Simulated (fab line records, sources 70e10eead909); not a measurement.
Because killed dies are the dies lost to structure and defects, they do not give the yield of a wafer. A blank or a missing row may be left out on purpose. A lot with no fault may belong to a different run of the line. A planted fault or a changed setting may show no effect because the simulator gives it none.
fab line records :: flow nand_harc :: part 2 of 2: steps 33 to 43 of 43
[record]
  lots = 5
  wafers = 15
  last_day = 33
route steps=1302 shown P_STI@89 P_GATE@110
lots that met no fault: from a run of the same line without faults
start_h: start of the lot's first displayed wafer, in hours after the record's first day :: wait_h: hours since the lot's step before :: " repeats the value in the row above :: L1.1+2: several wafers, shown together as one row :: - no value, or no start was given :: * or withheld: withheld :: < > ~ a bound
route shown NAME@n: names a module that has steps shown in the file, with the first one's number in the route :: usual: average and standard deviation across the fault-free wafers :: same: alike in all rows :: chamber/n: place in a boat :: sites: the reading at each site :: _std_site: the values' standard deviation :: _edge_site: inner sites' mean taken away from outer sites' mean :: radius_mm: how far each site lies from the wafer's centre :: mask NAME#n: copy n :: behind: the tool/chamber that last shaped the wafer :: hold: what put the lot on hold/how long, in hours/how the hold closed :: device: which transistor (n, p or np) failed to switch :: end of line: the tests these same wafers got at the end of their route :: for a step that has no rows: nothing shown but its recipe :: killed: dies that structure and defects cost at the first sort, which is not the same as the wafer's yield :: map: dies across one wafer; x = killed, . = not, _ = none there
set.NAME: the run value of the setting; set.NAME@STEP: its run value at that earlier step :: model.NAME: the simulator's own value behind a step, which no gauge read
lots seen at some steps along the route; tables by step, rows by wafer
services: the hour from which a tool's chamber was out of use, counted from the record's first day as start_h (under 0 if before that day), plus the number of hours and why
[[steps]]
[step NHARC_P_GATE_CD_MEAS_11]
[recipe]
  target_cd_nm = 1640
  landing_energy_ev = 500
[usual]
  cd_nm = 1639.8/1.1
lot.wafer: L084.1
tool: cd_sem-01
chamber: 0
start_h: 187.64
wait_h: -
cd_nm: 1640.3

lot.wafer: L084.2
tool: cd_sem-01
chamber: 0
start_h: 187.64
wait_h: -
cd_nm: 1639.9

lot.wafer: L084.3
tool: cd_sem-01
chamber: 0
start_h: 187.64
wait_h: -
cd_nm: 1639.5

lot.wafer: L088.1
tool: cd_sem-02
chamber: 0
start_h: 231.20
wait_h: -
cd_nm: 1639.1

lot.wafer: L088.2
tool: cd_sem-02
chamber: 0
start_h: 231.20
wait_h: -
cd_nm: 1640.2

lot.wafer: L088.5
tool: cd_sem-02
chamber: 0
start_h: 231.20
wait_h: -
cd_nm: 1639.2

lot.wafer: L092.2
tool: cd_sem-03
chamber: 0
start_h: 261.88
wait_h: -
cd_nm: 1638.1

lot.wafer: L092.4
tool: cd_sem-03
chamber: 0
start_h: 261.88
wait_h: -
cd_nm: 1638.8

lot.wafer: L092.5
tool: cd_sem-03
chamber: 0
start_h: 261.88
wait_h: -
cd_nm: 1638.4

lot.wafer: L094.1
tool: cd_sem-03
chamber: 0
start_h: 283.58
wait_h: -
cd_nm: 1640.7

lot.wafer: L094.4
tool: cd_sem-03
chamber: 0
start_h: 283.58
wait_h: -
cd_nm: 1637.9

lot.wafer: L094.5
tool: cd_sem-03
chamber: 0
start_h: 283.58
wait_h: -
cd_nm: 1640.3

lot.wafer: L097.2
tool: cd_sem-03
chamber: 0
start_h: 309.55
wait_h: -
cd_nm: 1641.4

lot.wafer: L097.3
tool: cd_sem-03
chamber: 0
start_h: 309.55
wait_h: -
cd_nm: 1640.4

lot.wafer: L097.4
tool: cd_sem-03
chamber: 0
start_h: 309.55
wait_h: -
cd_nm: 1642.2
[step NHARC_P_GATE_HARDBAKE_12]
[recipe]
  temp_c = 125
  time_s = 80
[usual]
  heater_power_total_W = 184.0/0.76
lot.wafer: L084.1
tool: litho_track-07
chamber: 0
start_h: 187.72
wait_h: -
heater_power_total_W: 183.1

lot.wafer: L084.2
tool: litho_track-07
chamber: 0
start_h: 187.72
wait_h: -
heater_power_total_W: 184.5

lot.wafer: L084.3
tool: litho_track-07
chamber: 0
start_h: 187.72
wait_h: -
heater_power_total_W: 184.0

lot.wafer: L088.1
tool: litho_track-07
chamber: 0
start_h: 231.28
wait_h: -
heater_power_total_W: 184.3

lot.wafer: L088.2
tool: litho_track-07
chamber: 0
start_h: 231.28
wait_h: -
heater_power_total_W: 183.8

lot.wafer: L088.5
tool: litho_track-07
chamber: 0
start_h: 231.28
wait_h: -
heater_power_total_W: 184.9

lot.wafer: L092.2
tool: litho_track-07
chamber: 0
start_h: 261.96
wait_h: -
heater_power_total_W: 184.8

lot.wafer: L092.4
tool: litho_track-07
chamber: 0
start_h: 261.96
wait_h: -
heater_power_total_W: 185.0

lot.wafer: L092.5
tool: litho_track-07
chamber: 0
start_h: 261.96
wait_h: -
heater_power_total_W: 185.0

lot.wafer: L094.1
tool: litho_track-07
chamber: 0
start_h: 283.66
wait_h: -
heater_power_total_W: 183.9

lot.wafer: L094.4
tool: litho_track-07
chamber: 0
start_h: 283.66
wait_h: -
heater_power_total_W: 184.8

lot.wafer: L094.5
tool: litho_track-07
chamber: 0
start_h: 283.66
wait_h: -
heater_power_total_W: 184.2

lot.wafer: L097.2
tool: litho_track-07
chamber: 0
start_h: 309.63
wait_h: -
heater_power_total_W: 183.2

lot.wafer: L097.3
tool: litho_track-07
chamber: 0
start_h: 309.63
wait_h: -
heater_power_total_W: 183.8

lot.wafer: L097.4
tool: litho_track-07
chamber: 0
start_h: 309.63
wait_h: -
heater_power_total_W: 184.2
[step NHARC_P_GATE_DESCUM_13]
[recipe]
  time_s = 3
  o2_flow_sccm = 200
  ar_flow_sccm = 0
  bias_power_w = 0
  chemistry = O2
[usual]
  drypump_motor_current_A = 5.6/0.34
  oes_product_au = 0.998/0.008
  rf_vpp_V = 58.0/0.83
  showerhead_plenum_p_Torr = 1.96/0.087
  throttle_valve_pct = 11.312/0.009
lot.wafer: L084.1
tool: rie_diel-03
chamber: 1
start_h: 187.80
wait_h: -
drypump_motor_current_A: 5.8
oes_product_au: 0.997
rf_hours_counter_h: 3
rf_vpp_V: 56.8
showerhead_plenum_p_Torr: 1.78
throttle_valve_pct: 11.306

lot.wafer: L084.3
tool: rie_diel-03
chamber: 2
start_h: 187.80
wait_h: -
drypump_motor_current_A: 5.3
oes_product_au: 1.007
rf_hours_counter_h: 3
rf_vpp_V: 59.4
showerhead_plenum_p_Torr: 1.99
throttle_valve_pct: 11.298

lot.wafer: L084.2
tool: rie_diel-03
chamber: 0
start_h: 187.80
wait_h: -
drypump_motor_current_A: 5.0
oes_product_au: 1.003
rf_hours_counter_h: 3
rf_vpp_V: 56.8
showerhead_plenum_p_Torr: 1.95
throttle_valve_pct: 11.330

lot.wafer: L088.2
tool: rie_diel-03
chamber: 2
start_h: 231.36
wait_h: -
drypump_motor_current_A: 5.3
oes_product_au: 0.990
rf_hours_counter_h: 6
rf_vpp_V: 57.9
showerhead_plenum_p_Torr: 1.99
throttle_valve_pct: 11.304

lot.wafer: L088.1
tool: rie_diel-03
chamber: 1
start_h: 231.36
wait_h: -
drypump_motor_current_A: 5.8
oes_product_au: 0.988
rf_hours_counter_h: 5
rf_vpp_V: 58.0
showerhead_plenum_p_Torr: 1.78
throttle_valve_pct: 11.320

lot.wafer: L088.5
tool: rie_diel-03
chamber: 0
start_h: 231.36
wait_h: -
drypump_motor_current_A: 5.0
oes_product_au: 0.997
rf_hours_counter_h: -
rf_vpp_V: 57.7
showerhead_plenum_p_Torr: 1.95
throttle_valve_pct: 11.312

lot.wafer: L092.4
tool: rie_diel-07
chamber: 3
start_h: 262.04
wait_h: -
drypump_motor_current_A: 5.8
oes_product_au: 0.999
rf_hours_counter_h: 8
rf_vpp_V: 58.5
showerhead_plenum_p_Torr: 2.05
throttle_valve_pct: 11.311

lot.wafer: L092.2
tool: rie_diel-07
chamber: 0
start_h: 262.04
wait_h: -
drypump_motor_current_A: 5.2
oes_product_au: 1.002
rf_hours_counter_h: 10
rf_vpp_V: 58.6
showerhead_plenum_p_Torr: 1.93
throttle_valve_pct: 11.290

lot.wafer: L092.5
tool: rie_diel-07
chamber: 0
start_h: 262.04
wait_h: -
drypump_motor_current_A: 5.2
oes_product_au: 1.000
rf_hours_counter_h: -
rf_vpp_V: 57.4
showerhead_plenum_p_Torr: 1.93
throttle_valve_pct: 11.310

lot.wafer: L094.4
tool: rie_diel-12
chamber: 2
start_h: 283.77
wait_h: -
drypump_motor_current_A: 5.5
oes_product_au: 1.007
rf_hours_counter_h: 0
rf_vpp_V: 57.5
showerhead_plenum_p_Torr: 2.02
throttle_valve_pct: 11.319

lot.wafer: L094.1
tool: rie_diel-12
chamber: 3
start_h: 283.77
wait_h: -
drypump_motor_current_A: 5.9
oes_product_au: 1.003
rf_hours_counter_h: 0
rf_vpp_V: 57.4
showerhead_plenum_p_Torr: 1.97
throttle_valve_pct: 11.331

lot.wafer: L094.5
tool: rie_diel-12
chamber: 0
start_h: 283.77
wait_h: -
drypump_motor_current_A: 6.0
oes_product_au: 1.011
rf_hours_counter_h: -
rf_vpp_V: 59.3
showerhead_plenum_p_Torr: 1.81
throttle_valve_pct: 11.314

lot.wafer: L097.4
tool: rie_diel-07
chamber: 1
start_h: 309.71
wait_h: -
drypump_motor_current_A: 5.4
oes_product_au: 1.003
rf_hours_counter_h: 0
rf_vpp_V: 58.7
showerhead_plenum_p_Torr: 2.01
throttle_valve_pct: 11.311

lot.wafer: L097.2
tool: rie_diel-07
chamber: 3
start_h: 309.71
wait_h: -
drypump_motor_current_A: 5.8
oes_product_au: 1.011
rf_hours_counter_h: 0
rf_vpp_V: 59.3
showerhead_plenum_p_Torr: 2.05
throttle_valve_pct: 11.325

lot.wafer: L097.3
tool: rie_diel-07
chamber: 0
start_h: 309.71
wait_h: -
drypump_motor_current_A: 5.2
oes_product_au: 1.018
rf_hours_counter_h: 0
rf_vpp_V: 58.3
showerhead_plenum_p_Torr: 1.93
throttle_valve_pct: 11.308
[step NHARC_P_GATE_ETCH_14]
[recipe]
  target_depth_a = 488
  chemistry = dHF
  material = SiO2
lot.wafer: L084.3+2+1
tool: wet_bench-03
chamber: 4,5,7
start_h: 187.94
wait_h: 0.1

lot.wafer: L088.5+2+1
tool: wet_bench-03
chamber: 0,2,3
start_h: 231.54
wait_h: 0.1

lot.wafer: L092.2+5+4
tool: wet_bench-03
chamber: 1,4,6
start_h: 262.17
wait_h: 0.1

lot.wafer: L094.4+1+5
tool: wet_bench-03
chamber: 1,3,5
start_h: 283.88
wait_h: 0.1

lot.wafer: L097.2+4+3
tool: wet_bench-03
chamber: 0,2,5
start_h: 309.85
wait_h: 0.1
[step NHARC_P_GATE_STRIP_15]
[recipe]
  time_s = 780
  temp_c = 130
  chemistry = SPM
[usual]
  bath_heat_duty_pct = 14.5/1.4
lot.wafer: L084.3
tool: wet_bench-03
chamber: 4
start_h: 187.98
wait_h: 0.0
bath_heat_duty_pct: 14.3

lot.wafer: L084.2
tool: wet_bench-03
chamber: 5
start_h: 187.98
wait_h: 0.0
bath_heat_duty_pct: 14.3

lot.wafer: L084.1
tool: wet_bench-03
chamber: 7
start_h: 187.98
wait_h: 0.0
bath_heat_duty_pct: 13.1

lot.wafer: L088.5
tool: wet_bench-03
chamber: 0
start_h: 231.58
wait_h: 0.0
bath_heat_duty_pct: 13.9

lot.wafer: L088.2
tool: wet_bench-03
chamber: 2
start_h: 231.58
wait_h: 0.0
bath_heat_duty_pct: 13.8

lot.wafer: L088.1
tool: wet_bench-03
chamber: 3
start_h: 231.58
wait_h: 0.0
bath_heat_duty_pct: 14.5

lot.wafer: L092.2
tool: wet_bench-03
chamber: 1
start_h: 262.21
wait_h: 0.0
bath_heat_duty_pct: 15.8

lot.wafer: L092.5
tool: wet_bench-03
chamber: 4
start_h: 262.21
wait_h: 0.0
bath_heat_duty_pct: 14.4

lot.wafer: L092.4
tool: wet_bench-03
chamber: 6
start_h: 262.21
wait_h: 0.0
bath_heat_duty_pct: 18.3

lot.wafer: L094.4
tool: wet_bench-03
chamber: 1
start_h: 283.93
wait_h: 0.0
bath_heat_duty_pct: 15.3

lot.wafer: L094.1
tool: wet_bench-03
chamber: 3
start_h: 283.93
wait_h: 0.0
bath_heat_duty_pct: 12.6

lot.wafer: L094.5
tool: wet_bench-03
chamber: 5
start_h: 283.93
wait_h: 0.0
bath_heat_duty_pct: 14.5

lot.wafer: L097.2
tool: wet_bench-03
chamber: 0
start_h: 309.89
wait_h: 0.0
bath_heat_duty_pct: 14.4

lot.wafer: L097.4
tool: wet_bench-03
chamber: 2
start_h: 309.89
wait_h: 0.0
bath_heat_duty_pct: 13.7

lot.wafer: L097.3
tool: wet_bench-03
chamber: 5
start_h: 309.89
wait_h: 0.0
bath_heat_duty_pct: 15.1
[step NHARC_P_GATE_PRECLEAN_71]
[recipe]
  time_s = *
  temp_c = 50
  bath_age_min = 0
  chemistry = SC1
[usual]
  bath_heat_duty_pct = 7.0/0.78
lot.wafer: L084.3
tool: wet_bench-03
chamber: 4
start_h: -
wait_h: -
bath_heat_duty_pct: 6.0

lot.wafer: L084.2
tool: wet_bench-03
chamber: 5
start_h: -
wait_h: -
bath_heat_duty_pct: 6.2

lot.wafer: L084.1
tool: wet_bench-03
chamber: 7
start_h: -
wait_h: -
bath_heat_duty_pct: 6.2

lot.wafer: L088.5
tool: wet_bench-03
chamber: 0
start_h: -
wait_h: -
bath_heat_duty_pct: 6.8

lot.wafer: L088.2
tool: wet_bench-03
chamber: 2
start_h: -
wait_h: -
bath_heat_duty_pct: 6.7

lot.wafer: L088.1
tool: wet_bench-03
chamber: 3
start_h: -
wait_h: -
bath_heat_duty_pct: 7.1

lot.wafer: L092.2
tool: wet_bench-03
chamber: 1
start_h: -
wait_h: -
bath_heat_duty_pct: 7.0

lot.wafer: L092.5
tool: wet_bench-03
chamber: 4
start_h: -
wait_h: -
bath_heat_duty_pct: 7.4

lot.wafer: L092.4
tool: wet_bench-03
chamber: 6
start_h: -
wait_h: -
bath_heat_duty_pct: 7.2

lot.wafer: L094.4
tool: wet_bench-03
chamber: 1
start_h: -
wait_h: -
bath_heat_duty_pct: 6.7

lot.wafer: L094.1
tool: wet_bench-03
chamber: 3
start_h: -
wait_h: -
bath_heat_duty_pct: 7.3

lot.wafer: L094.5
tool: wet_bench-03
chamber: 5
start_h: -
wait_h: -
bath_heat_duty_pct: 6.9

lot.wafer: L097.2
tool: wet_bench-03
chamber: 0
start_h: -
wait_h: -
bath_heat_duty_pct: 7.8

lot.wafer: L097.4
tool: wet_bench-03
chamber: 2
start_h: -
wait_h: -
bath_heat_duty_pct: 6.9

lot.wafer: L097.3
tool: wet_bench-03
chamber: 5
start_h: -
wait_h: -
bath_heat_duty_pct: 6.5
[step NHARC_P_GATE_SRD_72]
lot.wafer: L084.3+2+1
tool: wet_bench-03
chamber: 4,5,7
start_h: -
wait_h: -

lot.wafer: L088.5+2+1
tool: wet_bench-03
chamber: 0,2,3
start_h: -
wait_h: -

lot.wafer: L092.2+5+4
tool: wet_bench-03
chamber: 1,4,6
start_h: -
wait_h: -

lot.wafer: L094.4+1+5
tool: wet_bench-03
chamber: 1,3,5
start_h: -
wait_h: -

lot.wafer: L097.2+4+3
tool: wet_bench-03
chamber: 0,2,5
start_h: -
wait_h: -
[step NHARC_P_GATE_OXIDE_16]
[recipe]
  target_thk_a = 30
  temp_c = 875
  ox_time_s = 392
  material = SiO2
[usual]
  ox_temp_c = 875.1/0.38
lot.wafer: L084.1
tool: furnace-04
chamber: 0
start_h: 191.54
wait_h: -
ox_temp_c: 875.1

lot.wafer: L084.2
tool: furnace-04
chamber: 0
start_h: 191.54
wait_h: -
ox_temp_c: 875.4

lot.wafer: L084.3
tool: furnace-04
chamber: 0
start_h: 191.54
wait_h: -
ox_temp_c: 874.9

lot.wafer: L088.1
tool: furnace-04
chamber: 0
start_h: 235.40
wait_h: -
ox_temp_c: 874.5

lot.wafer: L088.2
tool: furnace-04
chamber: 0
start_h: 235.40
wait_h: -
ox_temp_c: 874.2

lot.wafer: L088.5
tool: furnace-04
chamber: 0
start_h: 235.40
wait_h: -
ox_temp_c: 874.9

lot.wafer: L092.2
tool: furnace-07
chamber: 0
start_h: 266.02
wait_h: -
ox_temp_c: 875.4

lot.wafer: L092.4
tool: furnace-07
chamber: 0
start_h: 266.02
wait_h: -
ox_temp_c: 874.9

lot.wafer: L092.5
tool: furnace-07
chamber: 0
start_h: 266.02
wait_h: -
ox_temp_c: 875.5

lot.wafer: L094.1
tool: furnace-03
chamber: 0
start_h: 289.27
wait_h: -
ox_temp_c: 874.6

lot.wafer: L094.4
tool: furnace-03
chamber: 0
start_h: 289.27
wait_h: -
ox_temp_c: 874.7

lot.wafer: L094.5
tool: furnace-03
chamber: 0
start_h: 289.27
wait_h: -
ox_temp_c: 875.4

lot.wafer: L097.2
tool: furnace-04
chamber: 0
start_h: 315.10
wait_h: -
ox_temp_c: 875.1

lot.wafer: L097.3
tool: furnace-04
chamber: 0
start_h: 315.10
wait_h: -
ox_temp_c: 875.4

lot.wafer: L097.4
tool: furnace-04
chamber: 0
start_h: 315.10
wait_h: -
ox_temp_c: 874.5
[step NHARC_P_GATE_CVD_17]
[recipe]
  target_thk_a = 1500
  temp_c = 620
  time_s = 900
  material = poly-Si
lot.wafer: L084.1+2+3
tool: lpcvd_poly-04
chamber: 0
start_h: 197.71
wait_h: 2.6

lot.wafer: L088.1+2+5
tool: lpcvd_poly-01
chamber: 0
start_h: 241.63
wait_h: 2.7

lot.wafer: L092.2+4+5
tool: lpcvd_poly-02
chamber: 0
start_h: 274.04
wait_h: 4.5

lot.wafer: L094.1+4+5
tool: lpcvd_poly-02
chamber: 0
start_h: 295.39
wait_h: 2.6

lot.wafer: L097.2+3+4
tool: lpcvd_poly-02
chamber: 0
start_h: 321.22
wait_h: 2.5
[step NHARC_P_GATE_HM_DEP_102]
[recipe]
  target_thk_a = 1200
  temp_c = 400
  material = aC
[usual]
  throttle_valve_pct = 35.000/0.0077
lot.wafer: L084.1
tool: acl_dep-03
chamber: 0
start_h: 203.19
wait_h: 3.2
throttle_valve_pct: 35.012

lot.wafer: L084.2
tool: acl_dep-03
chamber: 0
start_h: 203.19
wait_h: 3.2
throttle_valve_pct: 35.009

lot.wafer: L084.3
tool: acl_dep-03
chamber: 0
start_h: 203.19
wait_h: 3.2
throttle_valve_pct: 34.999

lot.wafer: L088.1
tool: acl_dep-01
chamber: 0
start_h: 244.72
wait_h: 0.8
throttle_valve_pct: 34.994

lot.wafer: L088.2
tool: acl_dep-01
chamber: 0
start_h: 244.72
wait_h: 0.8
throttle_valve_pct: 35.009

lot.wafer: L088.5
tool: acl_dep-01
chamber: 0
start_h: 244.72
wait_h: 0.8
throttle_valve_pct: 34.994

lot.wafer: L092.2
tool: acl_dep-02
chamber: 0
start_h: 276.73
wait_h: 0.5
throttle_valve_pct: 34.999

lot.wafer: L092.4
tool: acl_dep-02
chamber: 0
start_h: 276.73
wait_h: 0.5
throttle_valve_pct: 34.993

lot.wafer: L092.5
tool: acl_dep-02
chamber: 0
start_h: 276.73
wait_h: 0.5
throttle_valve_pct: 35.004

lot.wafer: L094.1
tool: acl_dep-02
chamber: 0
start_h: 299.36
wait_h: 1.8
throttle_valve_pct: 34.999

lot.wafer: L094.4
tool: acl_dep-02
chamber: 0
start_h: 299.36
wait_h: 1.8
throttle_valve_pct: 34.993

lot.wafer: L094.5
tool: acl_dep-02
chamber: 0
start_h: 299.36
wait_h: 1.8
throttle_valve_pct: 35.005

lot.wafer: L097.2
tool: acl_dep-01
chamber: 0
start_h: 325.43
wait_h: 2.0
throttle_valve_pct: 34.999

lot.wafer: L097.3
tool: acl_dep-01
chamber: 0
start_h: 325.43
wait_h: 2.0
throttle_valve_pct: 34.987

lot.wafer: L097.4
tool: acl_dep-01
chamber: 0
start_h: 325.43
wait_h: 2.0
throttle_valve_pct: 34.999
[step NHARC_P_GATE_DEP_103]
[recipe]
  target_thk_a = 300
  target_thk_nm = 30
  temp_c = 400
  flow_sccm = 200
  rf_w = 350
  material = SiON
[usual]
  heater_power_w = 802/110
lot.wafer: L084.3
tool: pecvd-03
chamber: 1
start_h: 203.87
wait_h: 0.4
heater_power_w: 866

lot.wafer: L084.1
tool: pecvd-03
chamber: 2
start_h: 203.87
wait_h: 0.4
heater_power_w: 661

lot.wafer: L084.2
tool: pecvd-03
chamber: 0
start_h: 203.87
wait_h: 0.4
heater_power_w: 752

lot.wafer: L088.1
tool: pecvd-01
chamber: 0
start_h: 245.38
wait_h: 0.6
heater_power_w: 681

lot.wafer: L088.2
tool: pecvd-01
chamber: 1
start_h: 245.38
wait_h: 0.6
heater_power_w: 834

lot.wafer: L088.5
tool: pecvd-01
chamber: 2
start_h: 245.38
wait_h: 0.6
heater_power_w: 685

lot.wafer: L092.2
tool: pecvd-01
chamber: 2
start_h: 277.32
wait_h: 0.5
heater_power_w: 589

lot.wafer: L092.5
tool: pecvd-01
chamber: 1
start_h: 277.32
wait_h: 0.5
heater_power_w: 922

lot.wafer: L092.4
tool: pecvd-01
chamber: 0
start_h: 277.32
wait_h: 0.5
heater_power_w: 677

lot.wafer: L094.1
tool: pecvd-04
chamber: 2
start_h: 300.09
wait_h: 0.6
heater_power_w: 806

lot.wafer: L094.5
tool: pecvd-04
chamber: 0
start_h: 300.09
wait_h: 0.6
heater_power_w: 1030

lot.wafer: L094.4
tool: pecvd-04
chamber: 1
start_h: 300.09
wait_h: 0.6
heater_power_w: 777

lot.wafer: L097.3
tool: pecvd-04
chamber: 2
start_h: 325.99
wait_h: 0.3
heater_power_w: 799

lot.wafer: L097.2
tool: pecvd-04
chamber: 1
start_h: 325.99
wait_h: 0.3
heater_power_w: 756

lot.wafer: L097.4
tool: pecvd-04
chamber: 0
start_h: 325.99
wait_h: 0.3
heater_power_w: 986
[[services]]
tool: litho_track-05
chamber: -
start_h: 124.00
hours: 7.0
kind: pm

tool: cmp-03
chamber: -
start_h: 163.02
hours: 4.0
kind: pm

tool: rie_diel-13
chamber: -
start_h: 165.00
hours: 9.0
kind: pm

tool: wet_bench-09
chamber: -
start_h: 176.80
hours: 8.0
kind: pm

tool: krf_scanner-03
chamber: -
start_h: 183.58
hours: 2.8
kind: repair

tool: hdpcvd-01
chamber: -
start_h: 185.00
hours: 13.0
kind: pm

tool: krf_scanner-03
chamber: -
start_h: 190.07
hours: 0.3
kind: repair

tool: furnace-01
chamber: -
start_h: 206.10
hours: 26.0
kind: pm

tool: wet_bench-03
chamber: -
start_h: 210.45
hours: 8.0
kind: pm

tool: rie_si-02
chamber: 3
start_h: 211.18
hours: 14.9
kind: repair

tool: furnace-04
chamber: -
start_h: 223.99
hours: 11.4
kind: repair

tool: krf_scanner-03
chamber: -
start_h: 224.00
hours: 4.0
kind: pm

tool: litho_track-02
chamber: -
start_h: 227.00
hours: 7.0
kind: pm

tool: wet_bench-04
chamber: -
start_h: 227.20
hours: 8.0
kind: pm

tool: wet_bench-02
chamber: -
start_h: 244.00
hours: 8.0
kind: pm

tool: litho_track-07
chamber: -
start_h: 251.00
hours: 7.0
kind: pm

tool: cmp-03
chamber: -
start_h: 261.02
hours: 4.0
kind: pm

tool: hdpcvd-01
chamber: -
start_h: 268.46
hours: 0.6
kind: repair

tool: krf_scanner-03
chamber: -
start_h: 275.68
hours: 2.6
kind: repair

tool: rie_si-02
chamber: -
start_h: 277.00
hours: 9.0
kind: pm

tool: wet_bench-01
chamber: -
start_h: 277.60
hours: 8.0
kind: pm

tool: furnace-06
chamber: -
start_h: 282.39
hours: 2.3
kind: repair

tool: litho_track-05
chamber: -
start_h: 299.00
hours: 7.0
kind: pm

tool: wet_bench-03
chamber: -
start_h: 317.66
hours: 17.1
kind: repair
